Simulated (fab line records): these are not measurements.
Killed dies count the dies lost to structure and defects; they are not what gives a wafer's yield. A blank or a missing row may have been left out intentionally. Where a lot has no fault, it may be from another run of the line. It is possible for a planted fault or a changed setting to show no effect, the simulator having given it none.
Split-lot study + flow n5 finfet + 39 wafers read across 7 lots, on a route 1938 steps long

## SPLIT DETAILS
At N5_ZERO_LAYER_DEVELOP_10 (develop time 60 s), the setting develop time s was moved away from the recipe's 60 s on 18 of the 39 wafers read, by -53.2% to +44.1%. All remaining wafers had this setting at the recipe value.

## FROM THE SPLIT TO THE READING: what the file shows between them, 1 step
- N5_ZERO_LAYER_HARDBAKE_23: time 120 s

## THE READING
cd nm (nm) at N5_ZERO_LAYER_CD_MEAS_11, where the cd target is 2000 nm. Fault-free wafers of this fab line usually give 2000.8 nm, standard deviation 2.3 nm.

| wafer  | tool, chamber at the split | develop time s as run, s | against the recipe | cd nm, nm | against lot-mates on the recipe |
|--------|----------------------------|--------------------------|--------------------|-----------|---------------------------------|
| L074.1 | litho track-01, 0          | 60                       | recipe             | 2000.1    | -                               |
| L074.2 | litho track-01, 0          | 60                       | recipe             | 2002.6    | -                               |
| L074.3 | litho track-01, 0          | 86.44                    | +44.1%             | 2009.1    | +6.9                            |
| L074.4 | litho track-01, 0          | 86.44                    | +44.1%             | 2007.7    | +5.5                            |
| L074.5 | litho track-01, 0          | 86.44                    | +44.1%             | 2009.3    | +7.1                            |
| L074.6 | litho track-01, 0          | 60                       | recipe             | 2003.8    | -                               |
| L077.1 | litho track-05, 0          | 28.11                    | -53.2%             | 1986.6    | -14.8                           |
| L077.2 | litho track-05, 0          | 60                       | recipe             | 1998.4    | -                               |
| L077.3 | litho track-05, 0          | 60                       | recipe             | 2000.8    | -                               |
| L077.4 | litho track-05, 0          | 60                       | recipe             | 2004.9    | -                               |
| L077.5 | litho track-05, 0          | 28.11                    | -53.2%             | 1989.7    | -11.7                           |
| L077.6 | litho track-05, 0          | 28.11                    | -53.2%             | 1985.6    | -15.8                           |
| L082.1 | litho track-01, 0          | 60                       | recipe             | 1999.9    | -                               |
| L082.2 | litho track-01, 0          | 43.88                    | -26.9%             | 1993.7    | -5.9                            |
| L082.3 | litho track-01, 0          | 60                       | recipe             | 1998.7    | -                               |
| L082.4 | litho track-01, 0          | 60                       | recipe             | 2000.1    | -                               |
| L082.5 | litho track-01, 0          | 43.88                    | -26.9%             | 1995.8    | -3.8                            |
| L082.6 | litho track-01, 0          | 43.88                    | -26.9%             | 1993.4    | -6.2                            |
| L088.1 | litho track-05, 0          | 60                       | recipe             | 1998.5    | -                               |
| L088.2 | litho track-05, 0          | 80.16                    | +33.6%             | 2008.6    | +8.2                            |
| L088.3 | litho track-05, 0          | 80.16                    | +33.6%             | 2005.8    | +5.4                            |
| L088.4 | litho track-05, 0          | 60                       | recipe             | 1999.5    | -                               |
| L088.5 | litho track-05, 0          | 60                       | recipe             | 2003.3    | -                               |
| L088.6 | litho track-05, 0          | 80.16                    | +33.6%             | 2012.1    | +11.7                           |
| L089.1 | litho track-05, 0          | 41.92                    | -30.1%             | 1995.6    | -5.8                            |
| L089.2 | litho track-05, 0          | 60                       | recipe             | 2004.9    | -                               |
| L089.3 | litho track-05, 0          | 41.92                    | -30.1%             | 1993.1    | -8.3                            |
| L089.4 | litho track-05, 0          | 41.92                    | -30.1%             | 1995.4    | -6.0                            |
| L089.5 | litho track-05, 0          | 60                       | recipe             | 1998.5    | -                               |
| L089.6 | litho track-05, 0          | 60                       | recipe             | 2000.9    | -                               |
| L093.1 | litho track-03, 0          | 60                       | recipe             | 2000.8    | -                               |
| L093.4 | litho track-03, 0          | 60                       | recipe             | 2000.2    | -                               |
| L093.5 | litho track-03, 0          | 60                       | recipe             | 1997.8    | -                               |
| L095.1 | litho track-03, 0          | 35                       | -41.7%             | 1989.8    | -8.1                            |
| L095.2 | litho track-03, 0          | 35                       | -41.7%             | 1990.5    | -7.4                            |
| L095.3 | litho track-03, 0          | 60                       | recipe             | 1997.0    | -                               |
| L095.4 | litho track-03, 0          | 60                       | recipe             | 1998.5    | -                               |
| L095.5 | litho track-03, 0          | 60                       | recipe             | 1998.3    | -                               |
| L095.6 | litho track-03, 0          | 35                       | -41.7%             | 1986.5    | -11.4                           |

THE FIT
A straight line over all 39 wafers: cd nm changes by +0.231 nm for each +1% of develop time s; r = +0.94; the points scatter about the line by 2.2 nm.
The same after taking each lot's own level away (the mean of its wafers on the recipe; 39 wafers): +0.217 nm for each +1%; r = +0.94; scatter 2.1 nm.
Per that fit: largest develop time s move, reading shift of 12 nm.
From 1997.93 to 2002.17 nm: that is the span of the lots' own levels, equal to 1.8 times the standard deviation above.
The two slopes agree, so the slope changes little with the lot-to-lot level.
Check: with one of the wafers moved furthest among these (-53.2%) left out of the fit, the line predicts -11.5 nm for it against its lot-mates. Against them it came out at -14.8 nm.

## THE WHOLE CHAIN: every reading that the file lists as answering this split, in the file's order
| step                     | what it does             | reading                                                           | change (the file's fit)               | r (the file's) |
|--------------------------|--------------------------|-------------------------------------------------------------------|---------------------------------------|----------------|
| N5_ZERO_LAYER_CD_MEAS_11 | target cd 2000 nm        | cd nm                                                             | +0.22 nm for each +1% of the setting  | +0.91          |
| N5_ZERO_LAYER_DESCUM_16  | chemistry O2, time 7.9 s | ZERO_LAYER.cd nm (the simulator's own value, which no gauge read) | +0.222 nm for each +1% of the setting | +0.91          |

## FILE'S OWN FIT
cd nm changes by +0.22 nm for each +1% of develop time s, r = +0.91.
